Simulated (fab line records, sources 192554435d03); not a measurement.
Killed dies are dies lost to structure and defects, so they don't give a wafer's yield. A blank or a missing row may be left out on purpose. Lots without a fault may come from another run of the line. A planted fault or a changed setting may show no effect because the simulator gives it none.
fab line records | flow n5_finfet
record lots=11 wafers=30 last_day=21
route steps=1938 shown BEOL_M4@1056 PASSIVATION@1936
lots that met no fault: from a run of the same line without faults
start_h: hours from the record's first day to the start of the lot's first wafer shown | wait_h: hours since the lot's step before | " the same as in the row above | L1.1+2: a row that stands for several wafers | - no value, or no start given | * or withheld: withheld | < > ~ a bound
route shown NAME@n: a module of which the file shows steps, and the number in the route of the first | usual: mean/standard deviation of fault-free wafers | same: alike in all rows | chamber/n: place in a boat | sites: the reading at each site | _std_site: their standard deviation | _edge_site: outer sites' mean less inner sites' | radius_mm: how far each site lies from the wafer's centre | mask NAME#n: copy n | behind: the tool/chamber that last shaped the wafer | hold: why the lot was held/for how many hours/how that ended | device: the transistor (n, p or np) that didn't switch | end of line: the same wafers' tests at the end of the route | a step without rows: its recipe alone | killed: dies lost to structure and defects at the first sort, not the wafer's yield | map: a wafer's dies, x killed, . not, _ none there
set.NAME: the setting as run; set.NAME@STEP: as run at that earlier step | model.NAME: the simulator's own value behind a step, which no gauge read
steps of the route over a sample of lots; a table a step, a row a wafer
services: from which hour (start_h, from the record's first day; less than 0 if before it) a tool's chamber was out of use, for how many hours, and why
## steps
# step N5_BEOL_M4_CD_MEAS_28
# recipe target_cd_nm=26.2 landing_energy_ev=500 detector=se_inlens target_cd_y_nm=24.1 polarity=opening
# usual cd_nm=26.13/0.27
# columns lot.wafer tool chamber start_h wait_h cd_nm
L105.1 cd_sem-03 0 221.47 - 25.83
L105.4 " 0 " " 26.55
L105.6 " 0 " " 25.82
L106.2 cd_sem-01 0 225.73 - 26.13
L106.4 " 0 " " 26.28
L108.2 cd_sem-03 0 226.43 - 26.30
L108.3 " 0 " " 26.03
L108.5 " 0 " " 26.30
L107.2 cd_sem-01 0 232.11 - 26.15
L107.4 " 0 " " 26.32
L107.6 " 0 " " 26.39
L111.2 cd_sem-03 0 242.24 - 26.42
L111.4 " 0 " " 26.67
L111.5 " 0 " " 26.06
L113.3 cd_sem-03 0 245.28 - 25.96
L113.4 " 0 " " 26.27
L113.6 " 0 " " 26.06
L112.5 cd_sem-03 0 256.91 - 26.15
L112.6 " 0 " " 25.96
L120.1 cd_sem-01 0 298.38 - 26.25
L120.2 " 0 " " 26.18
L120.4 " 0 " " 26.37
L118.1 cd_sem-02 0 306.28 - 26.44
L118.6 " 0 " " 26.29
L122.3 cd_sem-02 0 338.53 - 26.31
L122.4 " 0 " " 26.25
L122.5 " 0 " " 26.11
L125.2 cd_sem-03 0 340.42 - 26.47
L125.3 " 0 " " 26.00
L125.4 " 0 " " 26.22
# step N5_BEOL_M4_INSPECT_30
# recipe mode=adi inspect_instrument=brightfield
# usual raw_defect_count=414/81
# columns lot.wafer tool chamber start_h wait_h raw_defect_count
L105.1 defect_inspect-01 - 221.56 0.1 446
L105.4 " - " " 423
L105.6 " - " " 505
L106.2 defect_inspect-02 - 225.82 0.0 368
L106.4 " - " " 361
L108.2 defect_inspect-01 - 226.52 0.0 495
L108.3 " - " " 602
L108.5 " - " " 653
L107.2 defect_inspect-01 - 232.20 0.0 380
L107.4 " - " " 403
L107.6 " - " " 561
L111.2 defect_inspect-01 - 242.33 0.0 452
L111.4 " - " " 364
L111.5 " - " " 349
L113.3 defect_inspect-02 - 245.37 0.0 426
L113.4 " - " " 464
L113.6 " - " " 575
L112.5 defect_inspect-02 - 256.99 0.0 486
L112.6 " - " " 390
L120.1 defect_inspect-02 - 298.46 0.1 353
L120.2 " - " " 330
L120.4 " - " " 407
L118.1 defect_inspect-01 - 306.37 0.1 388
L118.6 " - " " 399
L122.3 defect_inspect-02 - 338.62 0.0 297
L122.4 " - " " 435
L122.5 " - " " 383
L125.2 defect_inspect-02 - 340.51 0.0 459
L125.3 " - " " 540
L125.4 " - " " 618
# step N5_BEOL_M4_ETCH_41
# recipe chemistry=CH3F/O2 target=SiCN target_depth_a=299 taper_deg=2 time_s=52.5 ion_energy_ev=120 mask_material=TiN pressure_mtorr=30 source_w=395 bias_w=75 Ar_flow_sccm=150 CH3F_flow_sccm=30 O2_flow_sccm=20
# usual drypump_motor_current_A=5.68/0.16 oes_product_au=0.79/0.077 rf_vpp_V=297.0/1.5 showerhead_plenum_p_Torr=1.98/0.063 throttle_valve_pct=16.4/0.31
# columns lot.wafer tool chamber start_h wait_h drypump_motor_current_A oes_product_au rf_hours_counter_h rf_vpp_V showerhead_plenum_p_Torr throttle_valve_pct
L105.1 rie_diel-01 2 231.11 - 5.62 0.72 181 296.3 1.99 16.8
L105.4 " 0 " " 5.70 0.81 110 296.2 1.94 16.3
L105.6 " 1 " " 5.53 0.82 - 300.3 2.10 16.4
L108.2 rie_diel-01 0 255.30 - 5.71 0.81 117 295.1 1.93 16.3
L108.3 " 2 " " 5.64 0.73 186 297.6 1.99 16.8
L108.5 " 1 " " 5.56 0.83 - 297.8 2.10 16.4
L107.2 rie_diel-03 1 261.13 - 5.78 0.76 140 296.3 1.93 16.6
L107.4 " 2 " " 5.95 0.71 - 298.1 2.06 16.4
L107.6 " 1 " " 5.78 0.77 - 295.8 1.93 16.6
L106.2 rie_diel-01 0 265.84 - 5.72 0.81 121 295.8 1.93 16.3
L106.4 " 1 " " 5.52 0.82 98 298.2 2.10 16.4
L111.2 rie_diel-01 0 271.42 - 5.76 0.80 123 296.6 1.93 16.3
L111.4 " 2 " " 5.64 0.72 192 296.5 1.99 16.8
L111.5 " 1 " " 5.53 0.82 - 298.3 2.10 16.4
L113.3 rie_diel-04 0 282.11 - 5.83 0.88 46 295.7 1.95 16.3
L113.4 " 3 " " 5.22 0.70 199 298.9 2.05 16.6
L113.6 " 3 " " 5.23 0.71 - 298.6 2.05 16.6
L112.5 rie_diel-01 0 305.38 - 5.76 0.78 - 294.7 1.93 16.3
L112.6 " 3 " " 5.86 1.26 - 297.5 1.95 15.9
L120.1 rie_diel-04 0 339.94 - 5.83 0.85 64 296.4 1.94 16.4
L120.2 " 2 " " 5.42 0.91 30 297.9 2.04 16.1
L120.4 " 1 " " 5.89 0.87 50 296.8 1.92 16.0
L118.1 rie_diel-01 1 340.05 - 5.53 1.12 124 299.9 2.09 16.4
L118.6 " 0 " " 5.76 1.09 - 295.2 1.92 16.4
L122.3 rie_diel-03 1 350.60 - 5.75 0.73 182 295.0 1.92 16.6
L122.4 " 2 " " 5.95 0.67 237 298.3 2.05 16.5
L122.5 " 3 " " 5.64 0.74 - 295.6 1.91 16.4
L125.2 rie_diel-03 1 354.88 - 5.77 0.73 184 296.5 1.91 16.6
L125.3 " 2 " " 5.96 0.67 239 297.1 2.05 16.5
L125.4 " 0 " " 5.54 0.94 6 296.9 1.96 16.0
# step N5_BEOL_M4_PRE_CLEAN_45
# recipe gas=H2/He time_s=30 temp_c=250
# usual heater_power_w=310/28
# columns lot.wafer tool chamber start_h wait_h heater_power_w
L105.1 pvd_sputter-02 - 231.62 0.0 316
L105.4 " - " " 343
L105.6 " - " " 285
L108.2 pvd_sputter-03 - 255.70 0.0 267
L108.3 " - " " 330
L108.5 " - " " 299
L107.2 pvd_sputter-01 - 262.94 0.0 321
L107.4 " - " " 342
L107.6 " - " " 345
L106.2 pvd_sputter-03 - 266.57 0.0 263
L106.4 " - " " 302
L111.2 pvd_sputter-02 - 272.29 0.0 282
L111.4 " - " " 276
L111.5 " - " " 279
L113.3 pvd_sputter-02 - 283.01 0.0 310
L113.4 " - " " 343
L113.6 " - " " 281
L112.5 pvd_sputter-03 - 306.68 0.0 293
L112.6 " - " " 272
L120.1 pvd_sputter-01 - 340.63 0.0 362
L120.2 " - " " 287
L120.4 " - " " 317
L118.1 pvd_sputter-01 - 340.71 0.0 363
L118.6 " - " " 317
L122.3 pvd_sputter-02 - 351.14 0.0 305
L122.4 " - " " 348
L122.5 " - " " 309
L125.2 pvd_sputter-01 - 355.26 0.0 363
L125.3 " - " " 339
L125.4 " - " " 323
# step N5_BEOL_M4_RC_MEAS_101
# usual DIBL_N=36.1/2.3 DIBL_P=36/3.2 IOFF_N=0.16/0.045 IOFF_P=0.21/0.049 ION_N=674/14 ION_P=462/8.4 SS_N=71.6/0.83 SS_P=73.2/0.87 VT_N=249/3.8 VT_P=-250/3.4
# columns lot.wafer tool chamber start_h wait_h DIBL_N[mV/V] DIBL_P[mV/V] IOFF_N[nA/um] IOFF_P[nA/um] ION_N[uA/um] ION_P[uA/um] SS_N[mV/dec] SS_P[mV/dec] VT_N[mV] VT_P[mV]
L105.1 prober-02 0 236.98 0.3 35.1 34 0.13 0.21 659 461 70.7 72.9 250 -249
L105.4 " 0 " " 39.1 39 0.20 0.28 675 466 72.3 73.6 248 -246
L105.6 " 0 " " 37.9 37 0.18 0.25 673 465 71.7 73.7 248 -245
L108.2 prober-01 0 260.07 0.2 39.1 42 0.22 0.29 686 468 72.3 74.4 246 -246
L108.3 " 0 " " 38.2 40 0.20 0.26 679 465 72.0 73.7 248 -246
L108.5 " 0 " " 36.7 39 0.19 0.26 695 481 71.3 73.7 244 -246
L107.2 prober-01 0 266.49 0.2 36.3 33 0.14 0.18 650 449 71.9 72.9 254 -250
L107.4 " 0 " " 33.2 30 0.10 0.15 672 459 71.6 72.3 255 -253
L107.6 " 0 " " 36.7 35 0.14 0.21 682 470 72.0 73.0 253 -250
L106.2 prober-01 0 271.85 0.2 33.3 35 0.12 0.19 655 460 70.6 73.0 254 -250
L106.4 " 0 " " 34.5 36 0.13 0.23 664 464 70.5 72.7 249 -244
L111.2 prober-02 0 277.70 0.2 35.9 36 0.16 0.18 671 449 71.5 74.0 248 -250
L111.4 " 0 " " 31.9 31 0.10 0.13 663 451 69.7 72.0 252 -256
L111.5 " 0 " " 35.3 34 0.16 0.17 670 453 70.8 72.7 246 -255
L113.3 prober-02 0 286.86 0.3 34.9 34 0.12 0.15 652 444 70.7 71.9 253 -255
L113.4 " 0 " " 36.0 36 0.14 0.19 668 456 71.9 73.5 251 -255
L113.6 " 0 " " 34.8 33 0.12 0.15 645 439 70.9 72.9 254 -257
L112.5 prober-02 0 311.36 0.6 42.2 44 0.31 0.34 692 471 73.7 76.2 243 -247
L112.6 " 0 " " 36.9 37 0.17 0.22 694 468 71.5 73.5 246 -250
L120.1 prober-01 0 344.70 0.0 35.5 36 0.15 0.18 672 457 72.1 72.9 249 -253
L120.2 " 0 " " 37.7 38 0.20 0.22 686 463 71.2 74.2 244 -251
L120.4 " 0 " " 33.9 34 0.13 0.16 667 457 70.4 72.4 248 -255
L118.1 prober-02 0 344.81 0.0 37.5 37 0.18 0.23 666 457 72.6 73.9 248 -250
L118.6 " 0 " " 33.1 31 0.11 0.15 658 453 71.1 72.1 252 -254
L122.3 prober-01 0 355.20 0.3 34.4 36 0.14 0.16 672 458 71.9 72.9 251 -255
L122.4 " 0 " " 35.0 37 0.14 0.19 678 466 72.0 73.1 254 -256
L122.5 " 0 " " 35.4 37 0.15 0.19 676 465 72.3 73.5 251 -253
L125.2 prober-02 0 358.83 0.2 37.6 38 0.17 0.20 673 458 71.3 73.8 248 -252
L125.3 " 0 " " 39.2 41 0.21 0.28 674 466 72.2 75.1 249 -249
L125.4 " 0 " " 36.5 37 0.15 0.20 675 462 71.2 73.9 248 -254
# step N5_PASSIVATION_PROBE_49
# usual defect_limited_yield=90.9/1.6 killed_at_M0_to_M3=37/11 killed_at_M4_up=15/5.6 killed_at_contacts=13/6.4 killed_at_front_end=39/11 killed_at_other=4/3.1 killed_dies=107/19 killed_open=71/14 killed_short=34/7.8 sort_bin_4_leakage=0.01/0.053 sort_bin_5_function=5.3/1 sort_bin_6_memory=3.4/0.72 sort_bin_8_speed=0.0/0.42 sort_n_pass=1072/20 sort_yield_pct=90.9/1.7
# same gross_dies=1180 killed_at_back_side=0
# columns lot.wafer tool chamber start_h wait_h defect_limited_yield[%] killed_at_M0_to_M3 killed_at_M4_up killed_at_contacts killed_at_front_end killed_at_other killed_dies killed_open killed_short sort_bin_4_leakage[%] sort_bin_5_function[%] sort_bin_6_memory[%] sort_bin_8_speed[%] sort_n_pass sort_yield_pct[%]
L105.1 prober-02 - 356.74 0.3 92.9 28 18 8 29 1 84 62 20 0 4.1 3.0 0 1096 92.9
L105.4 prober-02 - 356.89 0.5 91.3 27 18 12 44 2 103 66 34 0 5.4 3.0 0.1 1077 91.3
L105.6 prober-02 - 356.99 0.6 91.1 36 14 5 43 7 105 68 32 0 5.3 3.3 0 1075 91.1
L107.2 prober-02 - 370.95 0.1 90.9 44 26 4 31 2 107 79 27 0 5.7 3.0 0 1073 90.9
L107.4 prober-02 - 371.05 0.2 92.0 41 10 6 34 3 94 60 31 0 4.5 3.1 0 1086 92.0
L107.6 prober-02 - 371.15 0.3 92.3 30 15 9 37 0 91 64 25 0 5.3 2.2 0 1089 92.3
L111.2 prober-02 - 395.33 0.1 92.5 35 18 17 17 2 89 65 21 0 4.4 3.0 0 1091 92.5
L111.4 prober-02 - 395.43 0.2 91.4 33 29 15 25 0 102 66 33 0 5.4 2.7 0 1078 91.4
L111.5 prober-02 - 395.48 0.2 92.7 43 12 4 19 8 86 58 26 0 3.9 2.9 0 1094 92.7
L120.1 prober-02 - 467.60 0.0 93.1 32 7 8 32 2 81 49 28 0 3.1 3.1 0 1099 93.1
L120.2 prober-02 - 467.65 0.1 94.7 21 12 11 17 2 63 40 23 0 3.3 1.7 0 1117 94.7
L120.4 prober-02 - 467.75 0.2 93.6 17 12 3 42 1 75 49 26 0 4.3 1.7 0 1105 93.6
L118.1 prober-01 - 467.93 0.0 92.6 35 6 11 31 4 87 50 37 0 4.1 3.3 0 1093 92.6
L118.6 prober-01 - 468.18 0.3 92.9 30 12 15 25 2 84 56 26 0 4.0 3.1 0 1096 92.9
L122.3 prober-01 - 473.93 0.1 91.9 26 18 11 34 6 95 62 31 0 5.0 3.0 0 1085 91.9
L122.4 prober-01 - 473.98 0.2 90.9 38 16 14 34 5 107 81 25 0 5.3 3.5 0 1073 90.9
L122.5 prober-01 - 474.03 0.2 93.2 18 13 13 34 2 80 52 27 0 4.7 1.8 0 1100 93.2
# killed by level:class
L105.1 BEOL_M3:geometric_particle:open=11 BEOL_M4:geometric_particle:open=9 STI_FIN_REVEAL:geometric_particle:open=7 MOL_CONTACT_COAG:geometric_particle:open=5 DUMMY_GATE:geometric_particle:open=4 BEOL_M0_SAQP:geometric_particle:short=4 BEOL_M1:geometric_particle:open=4 BEOL_M2:geometric_particle:open=4
L105.4 STI_FIN_REVEAL:geometric_particle:open=9 BEOL_M3:geometric_particle:open=9 BEOL_M4:geometric_particle:open=8 MOL_CONTACT_COAG:geometric_particle:open=8 GATE_CUT:geometric_particle:short=6 FIN_SAQP:geometric_particle:open=5 GATE_CUT:geometric_particle:open=4 MOL_CONTACT_COAG:geometric_particle:short=4
L105.6 FIN_SAQP:geometric_particle:open=13 BEOL_M1:geometric_particle:open=10 GATE_CUT:geometric_particle:short=8 BEOL_M2:geometric_particle:open=8 BEOL_M3:geometric_particle:open=8 DUMMY_GATE:geometric_particle:open=6 FIN_SAQP:geometric_particle:short=5 BEOL_M4:geometric_particle:open=5
L107.2 BEOL_M0_SAQP:geometric_particle:open=15 BEOL_M4:geometric_particle:open=12 BEOL_M2:geometric_particle:open=11 BEOL_M3:geometric_particle:open=7 STI_FIN_REVEAL:geometric_particle:open=6 FIN_SAQP:geometric_particle:open=5 BEOL_M0_SAQP:geometric_particle:short=5 GATE_CUT:geometric_particle:open=4
L107.4 BEOL_M0_SAQP:geometric_particle:open=11 DUMMY_GATE:geometric_particle:open=8 BEOL_M0_SAQP:geometric_particle:short=8 BEOL_M3:geometric_particle:open=7 BEOL_M4:geometric_particle:open=6 BEOL_M2:geometric_particle:open=6 STI_FIN_REVEAL:geometric_particle:open=5 GATE_CUT:geometric_particle:short=4
L107.6 BEOL_M4:geometric_particle:open=9 FIN_SAQP:geometric_particle:open=7 STI_FIN_REVEAL:geometric_particle:open=7 MOL_CONTACT_COAG:geometric_particle:open=7 BEOL_M2:geometric_particle:open=7 BEOL_M3:geometric_particle:open=7 BEOL_M1:geometric_particle:open=4 STARTING-WAFER:geometric_particle:short=4
L111.2 MOL_CONTACT_COAG:geometric_particle:open=14 BEOL_M2:geometric_particle:open=13 BEOL_M4:geometric_particle:open=9 STI_FIN_REVEAL:geometric_particle:open=5 BEOL_M3:geometric_particle:open=5 FIN_SAQP:geometric_particle:open=3 GATE_CUT:geometric_particle:short=3 MOL_CONTACT_COAG:geometric_particle:short=3
L111.4 BEOL_M4:geometric_particle:open=16 MOL_CONTACT_COAG:geometric_particle:open=13 BEOL_M1:geometric_particle:open=10 FIN_SAQP:geometric_particle:short=9 BEOL_M0_SAQP:geometric_particle:short=5 FIN_SAQP:geometric_particle:open=4 BEOL_M0:geometric_particle:short=4 BEOL_M4:geometric_particle:short=4
L111.5 BEOL_M1:geometric_particle:open=12 BEOL_M2:geometric_particle:open=8 BEOL_M0_SAQP:geometric_particle:open=5 BEOL_M0_SAQP:geometric_particle:short=5 BEOL_M0:geometric_particle:open=4 FIN_SAQP:geometric_particle:open=3 ILD0:geometric_particle:open=3 MOL_CONTACT_COAG:geometric_particle:open=3
L120.1 BEOL_M3:geometric_particle:open=10 BEOL_M1:geometric_particle:open=8 MOL_CONTACT_COAG:geometric_particle:open=6 FIN_SAQP:geometric_particle:open=5 GATE_CUT:geometric_particle:short=4 BEOL_M0_SAQP:geometric_particle:open=4 STARTING-WAFER:geometric_particle:short=4 ILD0:geometric_particle:open=3
L120.2 FIN_SAQP:geometric_particle:short=9 MOL_CONTACT_COAG:geometric_particle:open=9 BEOL_M2:geometric_particle:open=7 BEOL_M3:geometric_particle:open=4 BEOL_M4:geometric_particle:open=4 BEOL_M0:geometric_particle:open=3 BEOL_M1:geometric_particle:short=3 BEOL_M6:geometric_particle:open=3
L120.4 STI_FIN_REVEAL:geometric_particle:open=11 FIN_SAQP:geometric_particle:open=6 ILD0:geometric_particle:short=5 ILD0:geometric_particle:open=4 BEOL_M0:geometric_particle:open=4 BEOL_M2:geometric_particle:open=3 BEOL_M4:geometric_particle:open=3 BEOL_M5:geometric_particle:open=3
L118.1 MOL_CONTACT_COAG:geometric_particle:open=9 BEOL_M0_SAQP:geometric_particle:open=9 BEOL_M0_SAQP:geometric_particle:short=9 BEOL_M1:geometric_particle:open=8 FIN_SAQP:geometric_particle:short=7 FIN_SAQP:geometric_particle:open=5 GATE_CUT:geometric_particle:short=5 STI_FIN_REVEAL:geometric_particle:open=4
L118.6 MOL_CONTACT_COAG:geometric_particle:open=9 BEOL_M0_SAQP:geometric_particle:open=7 STI_FIN_REVEAL:geometric_particle:open=6 BEOL_M1:geometric_particle:open=6 BEOL_M0_SAQP:geometric_particle:short=6 MOL_CONTACT_COAG:geometric_particle:short=5 BEOL_M3:geometric_particle:open=5 BEOL_M4:geometric_particle:open=5
L122.3 FIN_SAQP:geometric_particle:open=8 STI_FIN_REVEAL:geometric_particle:open=7 GATE_CUT:geometric_particle:short=7 MOL_CONTACT_COAG:geometric_particle:open=7 BEOL_M3:geometric_particle:open=7 BEOL_M0_SAQP:geometric_particle:short=5 BEOL_M4:geometric_particle:open=5 BEOL_M2:geometric_particle:open=4
L122.4 BEOL_M3:geometric_particle:open=12 FIN_SAQP:geometric_particle:open=11 MOL_CONTACT_COAG:geometric_particle:open=11 BEOL_M4:geometric_particle:open=9 STI_FIN_REVEAL:geometric_particle:open=6 BEOL_M0_SAQP:geometric_particle:short=6 BEOL_M2:geometric_particle:open=6 BEOL_M0_SAQP:geometric_particle:open=5
L122.5 MOL_CONTACT_COAG:geometric_particle:open=11 FIN_SAQP:geometric_particle:short=10 FIN_SAQP:geometric_particle:open=7 BEOL_M3:geometric_particle:open=5 STI_FIN_REVEAL:geometric_particle:open=4 BEOL_M0_SAQP:geometric_particle:open=4 BEOL_M2:geometric_particle:open=4 BEOL_M5:geometric_particle:open=4
## services
# columns tool chamber start_h hours kind
rie_diel-04 2 209.91 - clean
rie_diel-04 2 209.91 - consumable_replace:focus_ring
rie_diel-04 2 209.91 14.3 scheduled_down
rie_diel-04 2 209.91 14.3 vent_cycle
pvd_sputter-03 - 216.35 1.0 repair
rie_diel-03 2 238.86 1.8 repair
rie_diel-03 3 254.51 19.3 repair
rie_diel-03 3 289.92 5.3 repair
rie_diel-04 0 298.90 4.3 repair
rie_diel-03 0 309.46 - clean
rie_diel-03 0 309.46 - consumable_replace:focus_ring
rie_diel-03 0 309.46 30.7 scheduled_down
rie_diel-03 0 309.46 30.7 vent_cycle
rie_diel-04 2 332.82 4.0 repair
## key
first_sign step=N5_BEOL_M4_ETCH_41 reading=oes_product_au direction=up sigmas=4.7 usual=0.79 struck=1.16
effect none on later readings
met_at N5_BEOL_M4_ETCH_41
struck_lots L112,L118
struck_wafers L112.6,L118.1,L118.6
not_acting_at N5_BEOL_M4_CD_MEAS_28,N5_BEOL_M4_INSPECT_30,N5_BEOL_M4_PRE_CLEAN_45
onset_between 271.42 305.38
fault kind=process_parameter_drift tool=rie_diel-01 chamber=- onset_h=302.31 steps=N5_BEOL_M4_ETCH_41 channel=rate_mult offset=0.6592 shape=step end_h=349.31 scope=struck_wafers_only
